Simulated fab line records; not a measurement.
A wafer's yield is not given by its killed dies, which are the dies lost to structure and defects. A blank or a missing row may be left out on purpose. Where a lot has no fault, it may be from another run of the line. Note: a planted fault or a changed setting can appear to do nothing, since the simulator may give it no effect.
fab line records	flow n5_finfet
record: lots: 7	wafers: 21
route steps=1938 shown GATE_CUT@480 MOL_CONTACT_COAG@565
start_h: hours from the record's first day to the start of the lot's first wafer shown	wait_h: hours elapsed since this lot's preceding step	" the same as in the row above	L1.1+2: several wafers, shown together as one row	- either no value or no given start	* or withheld: withheld	< > ~ a bound
route shown NAME@n: names a module that has steps shown in the file, with the first one's number in the route	usual: mean/standard deviation taken from wafers without a fault	same: alike in all rows	chamber/n: place in a boat	sites: the reading at each site	_std_site: the values' standard deviation	_edge_site: mean of outer sites minus mean of inner sites	radius_mm: how far each site lies from the wafer's centre	mask NAME#n: copy n	behind: the last tool/chamber to shape the wafer	hold: the reason the lot was held/the length of the hold in hours/how it ended	device: whichever transistor did not switch (one of n, p or np)	end of line: tests of these same wafers at the route's end	a step without rows: its recipe alone	killed: not the wafer's yield, but the dies lost to structure and defects at the first sort	map: the dies of a wafer, with x for killed, . for not killed, _ for no die there
set.NAME: the setting that was run; set.NAME@STEP: the one run at that earlier step	model.NAME: the simulator's own value behind a step, which no gauge read
lots run with intentionally changed settings; tables by step, rows by wafer
== steps ==
step: N5_GATE_CUT_COAT_27
recipe: resist: underlayer	temp_c: 205	time_s: 60	spin_rpm: 1500	resist_thk_nm: 10
lot.wafer	tool	chamber	start_h	wait_h	set.spin_rpm	model.underlayer_of_GATE_CUT_COAT_27.thk_nm
L074.2+3	litho_track-03	0	-	-	1500	10
L074.6	"	0	"	"	1581	9.8
L081.3	litho_track-03	0	-	-	1500	10
L081.4+6	"	0	"	"	1645	9.6
L084.1	litho_track-04	0	-	-	1500	10
L084.3	"	0	"	"	1423	10.2
L084.4	"	0	"	"	1423	10.4
L087.1+2+5	litho_track-03	0	-	-	1500	10
L090.2+5+6	litho_track-03	0	-	-	1500	10
L091.1+6	litho_track-03	0	-	-	1500	10
L091.3	"	0	"	"	1434	10.2
L093.2+3+4	litho_track-01	0	-	-	1500	10
step: N5_GATE_CUT_COAT_07
recipe: resist: CAR-EUV	spin_rpm: 1500	resist_thk_nm: 30
step: N5_GATE_CUT_EBR_09
recipe: solvent: PGMEA	ebr_width_mm: 1.5
step: N5_GATE_CUT_DESCUM_18
recipe: chemistry: O2	time_s: 7	source_power_w: 50	bias_power_w: 20	pressure_mtorr: 20	rf_frequency_hz: 2.712e+07	temp_c: 40	resist: CAR-EUV	o2_flow_sccm: 225
step: N5_GATE_CUT_ETCH_28
recipe: chemistry: N2/H2	target: underlayer	target_depth_a: 130	mask_material: CAR-EUV	time_s: 10.4	ion_energy_ev: 200	pressure_mtorr: 30	source_w: 840	bias_w: 150	n2_flow_sccm: 200	h2_flow_sccm: 200	ends: cleared
usual: etch_rf_on_time_s: 10.38/0.16
lot.wafer	tool	chamber	start_h	wait_h	set.spin_rpm@GATE_CUT_COAT_27	etch_rf_on_time_s	model.etch.depth_nm	model.CAR-EUV_of_GATE_CUT_COAT_07.thk_nm
L074.2	rie_diel-03	1	83.35	0.0	1500	10.36	9.962	14.6
L074.3	"	0	"	"	1500	10.38	9.989	14.6
L074.6	"	0	"	"	1581	10.02	9.73	14.8
L081.3	rie_diel-02	0	127.18	0.0	1500	10.46	10.01	14.8
L081.4	"	2	"	"	1645	9.81	9.564	15.2
L081.6	"	2	"	"	1645	9.72	9.545	15.2
L084.1	rie_diel-03	0	143.36	0.0	1500	10.49	10.02	14.6
L084.3	"	2	"	"	1423	10.84	10.28	14.4
L084.4	"	3	"	"	1423	10.99	10.3	14.2
L087.1	rie_diel-03	3	169.46	0.0	1500	10.75	10.02	14.6
L087.2	"	1	"	"	1500	10.44	10.01	14.6
L087.5	"	2	"	"	1500	10.53	10.03	14.8
L090.2	rie_diel-03	1	177.69	0.0	1500	10.48	10.03	14.6
L090.5	"	1	"	"	1500	10.45	10.03	14.6
L090.6	"	0	"	"	1500	10.41	10.01	14.6
L091.1	rie_diel-02	1	214.11	0.0	1500	10.52	10.01	14.6
L091.3	"	3	"	"	1434	10.53	10.23	14.4
L091.6	"	3	"	"	1500	10.16	9.996	14.6
L093.2	rie_diel-03	2	214.98	0.0	1500	10.30	9.933	14.6
L093.3	"	3	"	"	1500	10.53	9.948	14.6
L093.4	"	1	"	"	1500	10.41	9.948	14.6
step: N5_GATE_CUT_ETCH_36
recipe: chemistry: CF4	target: SiARC	target_depth_a: 130	mask_material: CAR-EUV	time_s: 21.7	ion_energy_ev: 80	pressure_mtorr: 40	source_w: 545	bias_w: 36	Ar_flow_sccm: 100	cf4_flow_sccm: 100	ends: cleared
lot.wafer	tool	chamber	start_h	wait_h	set.spin_rpm@GATE_CUT_COAT_27	model.CAR-EUV_of_GATE_CUT_COAT_07.thk_nm
L074.2	rie_diel-03	1	83.37	0.0	1500	7
L074.3	"	0	"	"	1500	6.8
L074.6	"	0	"	"	1581	7.2
L081.3	rie_diel-02	0	127.20	0.0	1500	7
L081.4+6	"	2	"	"	1645	7.6
L084.1	rie_diel-03	0	143.38	0.0	1500	7
L084.3+4	"	2,3	"	"	1423	6.6
L087.1	rie_diel-03	3	169.48	0.0	1500	6.8
L087.2+5	"	1,2	"	"	1500	7
L090.2+5+6	rie_diel-03	1,1,0	177.71	0.0	1500	7
L091.1+6	rie_diel-02	1,3	214.13	0.0	1500	7
L091.3	"	3	"	"	1434	6.6
L093.2	rie_diel-03	2	215.00	0.0	1500	7
L093.3+4	"	3,1	"	"	1500	6.8
step: N5_GATE_CUT_ETCH_37
recipe: chemistry: N2/H2	target: SOC	target_depth_a: 600	overetch_a: 120	mask_material: SiARC	temp_c: 40	time_s: 90	ion_energy_ev: 200	pressure_mtorr: 30	source_w: 840	bias_w: 150	n2_flow_sccm: 200	h2_flow_sccm: 200
step: N5_GATE_CUT_STRIP_38
recipe: chemistry: N2/H2	temp_c: 40	n2_flow_sccm: 200	h2_flow_sccm: 200	rf_frequency_hz: 6e+07
step: N5_GATE_CUT_STRIP_39
recipe: chemistry: N2/H2	temp_c: 40	n2_flow_sccm: 200	h2_flow_sccm: 200	rf_frequency_hz: 6e+07
step: N5_GATE_CUT_HM_OPEN_40
recipe: chemistry: C4F6/O2	target: SiO2	mask_material: SiARC	target_depth_a: 1390	time_s: 85.1	ion_energy_ev: 250	pressure_mtorr: 30	source_w: 345	bias_w: 185	Ar_flow_sccm: 300	C4F6_flow_sccm: 10	O2_flow_sccm: 10	ends: cleared
usual: etch_rf_on_time_s: 93.4/1.9
lot.wafer	tool	chamber	start_h	wait_h	set.time_s@GATE_CUT_HM_DEP_46	etch_rf_on_time_s	model.etch.depth_nm	model.SOC_of_GATE_CUT_COAT_34.thk_nm
L074.2	rie_diel-03	1	83.48	0.0	23.45	80.8	111.9	36.8
L074.3	"	0	"	"	26.6	90.9	128.4	33.4
L074.6	"	0	"	"	26.6	91.9	129.1	33.2
L081.3	rie_diel-02	0	127.31	0.0	25.27	88.7	123.1	34
L081.4	"	2	"	"	26.6	91.4	128.5	32.6
L081.6	"	2	"	"	25.27	88.6	125.4	33.4
L084.1	rie_diel-03	0	143.49	0.0	26.6	91.8	129	33.2
L084.3	"	2	"	"	27.8	97.3	136	31.4
L084.4	"	3	"	"	26.6	95.9	132	32.2
L087.1	rie_diel-03	3	169.59	0.0	28.96	100.8	138	30.8
L087.2	"	1	"	"	28.96	100.1	139.8	30.6
L087.5	"	2	"	"	26.6	92.8	128.8	32.8
L090.2	rie_diel-03	1	177.81	0.0	25.43	89.4	122.5	34.2
L090.5	"	1	"	"	26.6	97.7	132.9	32.4
L090.6	"	0	"	"	25.43	91.2	125.1	34
L091.1	rie_diel-02	1	214.24	0.0	24.29	86.5	119.6	34.6
L091.3	"	3	"	"	24.29	85.9	121.1	34.4
L091.6	"	3	"	"	24.29	85.5	121.5	34.2
L093.2	rie_diel-03	2	215.11	0.0	26.6	94.2	129.1	32.6
L093.3	"	3	"	"	26.6	95.4	129.8	32.4
L093.4	"	1	"	"	26.6	95.6	130.8	32.4
step: N5_GATE_CUT_STRIP_41
recipe: chemistry: CF4	resist: SiARC	power_w: 300	bias_power_w: 75	pressure_mtorr: 50	cf4_flow_sccm: 150	rf_frequency_hz: 6e+07
step: N5_GATE_CUT_STRIP_42
recipe: chemistry: O2	power_w: 400	temp_c: 40	pressure_mtorr: 30	rf_frequency_hz: 6e+07	bias_power_w: 0	overash_fraction: 0.3	o2_flow_sccm: 225
step: N5_GATE_CUT_ALD_22
recipe: material: SiNx	target_thk_a: 160	temp_c: 400	ald_precursor_family: SiH2I2	ald_co_reactant: N2/H2-plasma	pulse_time_s: 1	ald_cycles: 320	purge_time_s: 2	co_reactant_purge_time_s: 2	pressure_torr: 2
step: N5_GATE_CUT_CMP_23
recipe: stop_on: SiO2	t_overpolish_s: 23.4	post_cmp_clean: alkaline_brush	down_force_psi: 2.5	platen_rpm: 51.8	pad_velocity_m_s: 1.0307	target_thk_nm: 16
step: N5_GATE_CUT_THK_MEAS_24
recipe: reads: SiO2_of_GATE_CUT_HM_DEP_46+SiO2_flowable_of_ILD0_FCVD_FILL_01
usual: GC_FILL_THK: 219.3/2
lot.wafer	tool	chamber	start_h	wait_h	set.time_s@GATE_CUT_HM_DEP_46	GC_FILL_THK[nm]
L074.2	film_metro-01	-	86.00	-	23.45	201.6
L074.3	"	-	"	"	26.6	218.7
L074.6	"	-	"	"	26.6	219.5
L081.3	film_metro-01	-	129.77	-	25.27	212.7
L081.4	"	-	"	"	26.6	218.4
L081.6	"	-	"	"	25.27	215.8
L084.1	film_metro-01	-	145.95	-	26.6	219.2
L084.3	"	-	"	"	27.8	226.5
L084.4	"	-	"	"	26.6	222.6
L087.1	film_metro-01	-	173.14	-	28.96	227.6
L087.2	"	-	"	"	28.96	228.0
L087.5	"	-	"	"	26.6	218.7
L090.2	film_metro-02	-	181.07	-	25.43	212.1
L090.5	"	-	"	"	26.6	223.3
L090.6	"	-	"	"	25.43	215.3
L091.1	film_metro-02	-	216.70	-	24.29	209.1
L091.3	"	-	"	"	24.29	210.8
L091.6	"	-	"	"	24.29	211.2
L093.2	film_metro-02	-	217.69	-	26.6	219.2
L093.3	"	-	"	"	26.6	219.0
L093.4	"	-	"	"	26.6	219.8
step: N5_GATE_CUT_CMP_43
recipe: material: SiO2	post_cmp_clean: rinse_only
lot.wafer	tool	chamber	start_h	wait_h	set.time_s@GATE_CUT_HM_DEP_46	model.SiO2_of_GATE_CUT_HM_DEP_46.thk_nm
L074.3+6	cmp-03	2,3	86.03	0.0	26.6	5
L074.2	"	3	"	"	23.45	4.2
L081.3	cmp-03	2	129.80	0.0	25.27	4.6
L081.4	"	1	"	"	26.6	5
L081.6	"	3	"	"	25.27	4.8
L084.1+4	cmp-04	1,2	145.98	0.0	26.6	5
L084.3	"	0	"	"	27.8	5.2
L087.2+1	cmp-01	0,2	173.17	0.0	28.96	5.4
L087.5	"	0	"	"	26.6	5
L090.2	cmp-04	0	181.18	0.1	25.43	4.6
L090.5	"	3	"	"	26.6	5.2
L090.6	"	0	"	"	25.43	4.8
L091.3+6	cmp-03	3,2	216.81	0.1	24.29	4.6
L091.1	"	0	"	"	24.29	4.4
L093.4+3+2	cmp-04	0,1,2	217.72	0.0	26.6	5
step: N5_MOL_CONTACT_COAG_COAT_76
recipe: resist: SiARC	temp_c: 220	time_s: 60	spin_rpm: 1500	resist_thk_nm: 10
lot.wafer	tool	chamber	start_h	wait_h	set.spin_rpm	model.SiARC_of_MOL_CONTACT_COAG_COAT_76.thk_nm
L074.2+3+6	litho_track-02	0	-	-	1500	10
L081.3	litho_track-05	0	-	-	1500	10
L081.4+6	"	0	"	"	1453	10.2
L084.1+4	litho_track-03	0	-	-	1334	10.6
L084.3	"	0	"	"	1500	10
L087.1	litho_track-02	0	-	-	1500	10
L087.2+5	"	0	"	"	1396	10.4
L090.2+6	litho_track-05	0	-	-	1500	10
L090.5	"	0	"	"	1666	9.4
L091.1+3	litho_track-03	0	-	-	1432	10.2
L091.6	"	0	"	"	1500	10
L093.2+3+4	litho_track-05	0	-	-	1500	10
step: N5_MOL_CONTACT_COAG_COAT_77
recipe: resist: underlayer	temp_c: 205	time_s: 60	spin_rpm: 1500	resist_thk_nm: 10
step: N5_MOL_CONTACT_COAG_COAT_78
recipe: resist: CAR-EUV	spin_rpm: 1500	resist_thk_nm: 40
step: N5_MOL_CONTACT_COAG_DESCUM_88
recipe: chemistry: O2	time_s: 7	source_power_w: 50	bias_power_w: 20	pressure_mtorr: 20	rf_frequency_hz: 2.712e+07	temp_c: 40	resist: CAR-EUV	o2_flow_sccm: 225
step: N5_MOL_CONTACT_COAG_ETCH_89
recipe: chemistry: N2/H2	target: underlayer	target_depth_a: 130	mask_material: CAR-EUV	time_s: 10.4	ion_energy_ev: 200	pressure_mtorr: 30	source_w: 840	bias_w: 150	n2_flow_sccm: 200	h2_flow_sccm: 200	ends: cleared
step: N5_MOL_CONTACT_COAG_ETCH_90
recipe: chemistry: CF4	target: SiARC	target_depth_a: 130	mask_material: CAR-EUV	time_s: 21.7	ion_energy_ev: 80	pressure_mtorr: 40	source_w: 545	bias_w: 36	Ar_flow_sccm: 100	cf4_flow_sccm: 100	ends: cleared
usual: etch_rf_on_time_s: 21.54/0.27
lot.wafer	tool	chamber	start_h	wait_h	set.spin_rpm@MOL_CONTACT_COAG_COAT_76	etch_rf_on_time_s	model.etch.depth_nm	model.CAR-EUV_of_MOL_CONTACT_COAG_COAT_78.thk_nm
L074.2	rie_diel-04	3	98.90	0.0	1500	22.12	10.09	17
L074.3	"	1	"	"	1500	21.99	10.1	16.8
L074.6	"	1	"	"	1500	22.01	10.1	16.8
L081.3	rie_diel-01	2	140.01	0.0	1500	21.33	10.05	16.8
L081.4	"	3	"	"	1453	21.89	10.2	16.6
L081.6	"	2	"	"	1453	21.61	10.18	16.8
L084.1	rie_diel-01	3	173.66	0.0	1334	22.60	10.63	16.8
L084.3	"	0	"	"	1500	21.69	10.03	17.2
L084.4	"	1	"	"	1334	22.40	10.62	16.8
L087.1	rie_diel-04	3	212.93	0.0	1500	21.64	9.968	17
L087.2	"	2	"	"	1396	22.19	10.32	16.8
L087.5	"	0	"	"	1396	22.00	10.32	16.8
L090.2	rie_diel-01	1	220.01	0.0	1500	21.25	9.994	17.2
L090.5	"	0	"	"	1666	20.50	9.472	17.6
L090.6	"	1	"	"	1500	21.31	9.997	17.2
L091.1	rie_diel-01	3	229.13	0.0	1432	22.38	10.23	16.8
L091.3	"	0	"	"	1432	22.52	10.23	16.8
L091.6	"	2	"	"	1500	21.67	9.993	17
L093.2	rie_diel-04	3	234.34	0.0	1500	21.89	9.989	17
L093.3	"	2	"	"	1500	21.72	9.975	17
L093.4	"	1	"	"	1500	21.77	9.995	16.8
step: N5_MOL_CONTACT_COAG_ALD_131
recipe: material: SiO2	target_thk_a: 50	temp_c: 100	ald_precursor_family: BDEAS	ald_co_reactant: O2-plasma	pulse_time_s: 1	co_reactant_pulse_time_s: 1	purge_time_s: 2	co_reactant_purge_time_s: 2	ald_cycles: 35	pressure_torr: 2
step: N5_MOL_CONTACT_COAG_ETCHBACK_132
recipe: chemistry: CHF3	target: SiO2	target_depth_a: 100	time_s: 6.7	ion_energy_ev: 200	pressure_mtorr: 30	source_w: 610	bias_w: 170	Ar_flow_sccm: 200	CHF3_flow_sccm: 50
step: N5_MOL_CONTACT_COAG_ETCH_91
recipe: chemistry: N2/H2	target: SOC	target_depth_a: 600	overetch_a: 210	mask_material: SiARC	temp_c: 40	time_s: 101.2	ion_energy_ev: 200	pressure_mtorr: 30	source_w: 840	bias_w: 150	n2_flow_sccm: 200	h2_flow_sccm: 200
lot.wafer	tool	chamber	start_h	wait_h	set.spin_rpm@MOL_CONTACT_COAG_COAT_76	model.SiARC_of_MOL_CONTACT_COAG_COAT_76.thk_nm
L074.2+6	rie_diel-04	0,2	99.20	0.0	1500	6
L074.3	"	3	"	"	1500	5.8
L081.3	rie_diel-01	0	141.25	0.0	1500	5.8
L081.4+6	"	3,0	"	"	1453	6
L084.1+4	rie_diel-01	3,0	173.96	0.0	1334	6.4
L084.3	"	2	"	"	1500	5.8
L087.1	rie_diel-01	3	213.27	0.0	1500	5.8
L087.2+5	"	2	"	"	1396	6
L090.2	rie_diel-06	2	220.31	0.0	1500	5.8
L090.5	"	3	"	"	1666	5.2
L090.6	"	0	"	"	1500	6
L091.1+3	rie_diel-06	2,3	229.78	0.0	1432	6
L091.6	"	2	"	"	1500	5.8
L093.2+3	rie_diel-06	3,1	234.67	0.0	1500	5.8
L093.4	"	0	"	"	1500	6
step: N5_MOL_CONTACT_COAG_ETCH_47
recipe: chemistry: CH3F/O2	target: SiNx	target_depth_a: 270	mask_material: SiO2	stop_on: W	over_etch_frac: 0.2	ion_energy_ev: 120	endpoint: OES-CN	pressure_mtorr: 30	source_w: 395	bias_w: 73	Ar_flow_sccm: 150	CH3F_flow_sccm: 30	O2_flow_sccm: 20	ends: end_point
lot.wafer	tool	chamber	start_h	wait_h	set.over_etch_frac	model.etch.over_etch_s
L074.2	rie_diel-04	0	99.43	0.0	0.1874	4.97
L074.3	"	3	"	"	0.1874	4.863
L074.6	"	2	"	"	0.2	5.255
L081.3	rie_diel-01	0	141.48	0.0	0.205	5.262
L081.4	"	3	"	"	0.205	5.311
L081.6	"	0	"	"	0.2	5.165
L084.1	rie_diel-01	3	174.19	0.0	0.2109	5.418
L084.3	"	2	"	"	0.2109	5.38
L084.4	"	0	"	"	0.2	5.118
L087.1	rie_diel-01	3	213.50	0.0	0.1899	4.89
L087.2	"	2	"	"	0.2	5.074
L087.5	"	2	"	"	0.1899	4.85
L090.2	rie_diel-06	2	220.54	0.0	0.2	5.117
L090.5	"	3	"	"	0.2	5.148
L090.6	"	0	"	"	0.2	5.269
L091.1	rie_diel-06	2	230.01	0.0	0.1953	5.04
L091.3	"	3	"	"	0.2	5.189
L091.6	"	2	"	"	0.1953	4.984
L093.2	rie_diel-06	3	234.90	0.0	0.2	5.195
L093.3	"	1	"	"	0.2	5.191
L093.4	"	0	"	"	0.2	5.276
step: N5_MOL_CONTACT_COAG_COAT_64
recipe: resist: underlayer	temp_c: 205	time_s: 60	spin_rpm: 1500	resist_thk_nm: 10
lot.wafer	tool	chamber	start_h	wait_h	set.spin_rpm	model.underlayer_of_MOL_CONTACT_COAG_COAT_64.thk_nm
L074.2+6	litho_track-05	0	-	-	1500	10
L074.3	"	0	"	"	1374	10.4
L081.3+4	litho_track-05	0	-	-	1500	10
L081.6	"	0	"	"	1643	9.6
L084.1+3+4	litho_track-02	0	-	-	1500	10
L087.1+2+5	litho_track-03	0	-	-	1555	9.8
L090.2	litho_track-02	0	-	-	1500	10
L090.5+6	"	0	"	"	1423	10.2
L091.1+3+6	litho_track-05	0	-	-	1500	10
L093.2+3+4	litho_track-05	0	-	-	1500	10
step: N5_MOL_CONTACT_COAG_COAT_34
recipe: resist: CAR-EUV	spin_rpm: 1500	resist_thk_nm: 40
step: N5_MOL_CONTACT_COAG_EBR_36
recipe: solvent: PGMEA	ebr_width_mm: 1.5
step: N5_MOL_CONTACT_COAG_DESCUM_45
recipe: chemistry: O2	time_s: 7	source_power_w: 50	bias_power_w: 20	pressure_mtorr: 20	rf_frequency_hz: 2.712e+07	temp_c: 40	resist: CAR-EUV	o2_flow_sccm: 225
step: N5_MOL_CONTACT_COAG_ETCH_65
recipe: chemistry: N2/H2	target: underlayer	target_depth_a: 130	mask_material: CAR-EUV	time_s: 10.4	ion_energy_ev: 200	pressure_mtorr: 30	source_w: 840	bias_w: 150	n2_flow_sccm: 200	h2_flow_sccm: 200	ends: cleared
usual: etch_rf_on_time_s: 10.31/0.12
lot.wafer	tool	chamber	start_h	wait_h	set.spin_rpm@MOL_CONTACT_COAG_COAT_64	etch_rf_on_time_s	model.etch.depth_nm
L074.2	rie_diel-04	0	100.28	0.0	1500	10.34	9.954
L074.3	"	3	"	"	1374	10.68	10.41
L074.6	"	3	"	"	1500	10.27	9.971
L081.3	rie_diel-06	1	142.18	0.0	1500	10.34	10
L081.4	"	0	"	"	1500	10.47	10.02
L081.6	"	3	"	"	1643	9.80	9.553
L084.1	rie_diel-04	2	174.89	0.0	1500	10.25	9.978
L084.3	"	1	"	"	1500	10.30	9.975
L084.4	"	0	"	"	1500	10.24	9.982
L087.1	rie_diel-01	2	214.22	0.0	1555	10.03	9.828
L087.2	"	3	"	"	1555	10.18	9.813
L087.5	"	1	"	"	1555	10.04	9.801
L090.2	rie_diel-06	2	221.65	0.0	1500	10.24	10
L090.5	"	0	"	"	1423	10.65	10.25
L090.6	"	3	"	"	1423	10.52	10.26
L091.1	rie_diel-04	2	230.83	0.0	1500	10.37	10.01
L091.3	"	0	"	"	1500	10.32	10
L091.6	"	3	"	"	1500	10.37	10.04
L093.2	rie_diel-06	1	235.79	0.0	1500	10.37	10.02
L093.3	"	2	"	"	1500	10.26	9.98
L093.4	"	3	"	"	1500	10.31	9.986
== key ==
split: step: N5_GATE_CUT_COAT_27	setting: spin_rpm	stated: 1500	by: wafer
response: step: N5_GATE_CUT_COAT_27	reading: model.underlayer_of_GATE_CUT_COAT_27.thk_nm	change: -0.0438	per: 1%	r: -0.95
response: step: N5_GATE_CUT_ETCH_28	reading: etch_rf_on_time_s	change: *	per: 1%	r: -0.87
response: step: N5_GATE_CUT_ETCH_28	reading: model.etch.depth_nm	change: -0.0483	per: 1%	r: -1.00
response: step: N5_GATE_CUT_ETCH_28	reading: model.CAR-EUV_of_GATE_CUT_COAT_07.thk_nm	change: +0.0438	per: 1%	r: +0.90
response: step: N5_GATE_CUT_ETCH_36	reading: model.CAR-EUV_of_GATE_CUT_COAT_07.thk_nm	change: +0.0667	per: 1%	r: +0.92
split: step: N5_MOL_CONTACT_COAG_COAT_76	setting: spin_rpm	stated: 1500	by: wafer
response: step: N5_MOL_CONTACT_COAG_COAT_76	reading: model.SiARC_of_MOL_CONTACT_COAG_COAT_76.thk_nm	change: -0.0544	per: 1%	r: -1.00
response: step: N5_MOL_CONTACT_COAG_ETCH_90	reading: etch_rf_on_time_s	change: *	per: 1%	r: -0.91
response: step: N5_MOL_CONTACT_COAG_ETCH_90	reading: model.etch.depth_nm	change: -0.0504	per: 1%	r: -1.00
response: step: N5_MOL_CONTACT_COAG_ETCH_90	reading: model.CAR-EUV_of_MOL_CONTACT_COAG_COAT_78.thk_nm	change: +0.0354	per: 1%	r: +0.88
response: step: N5_MOL_CONTACT_COAG_ETCH_91	reading: model.SiARC_of_MOL_CONTACT_COAG_COAT_76.thk_nm	change: -0.0535	per: 1%	r: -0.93
split: step: N5_MOL_CONTACT_COAG_ETCH_47	setting: over_etch_frac	stated: 0.2	by: wafer
response: step: N5_MOL_CONTACT_COAG_ETCH_47	reading: model.etch.over_etch_s	change: +0.0508	per: 1%	r: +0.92
split: step: N5_MOL_CONTACT_COAG_COAT_64	setting: spin_rpm	stated: 1500	by: wafer
response: step: N5_MOL_CONTACT_COAG_COAT_64	reading: model.underlayer_of_MOL_CONTACT_COAG_COAT_64.thk_nm	change: -0.0437	per: 1%	r: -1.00
response: step: N5_MOL_CONTACT_COAG_ETCH_65	reading: etch_rf_on_time_s	change: *	per: 1%	r: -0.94
response: step: N5_MOL_CONTACT_COAG_ETCH_65	reading: model.etch.depth_nm	change: -0.05	per: 1%	r: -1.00
split outside_this_file step=N5_GATE_CUT_HM_DEP_46 setting=time_s
split outside_this_file: this setting was split too, and the file shows its column; the key of that split is in another file
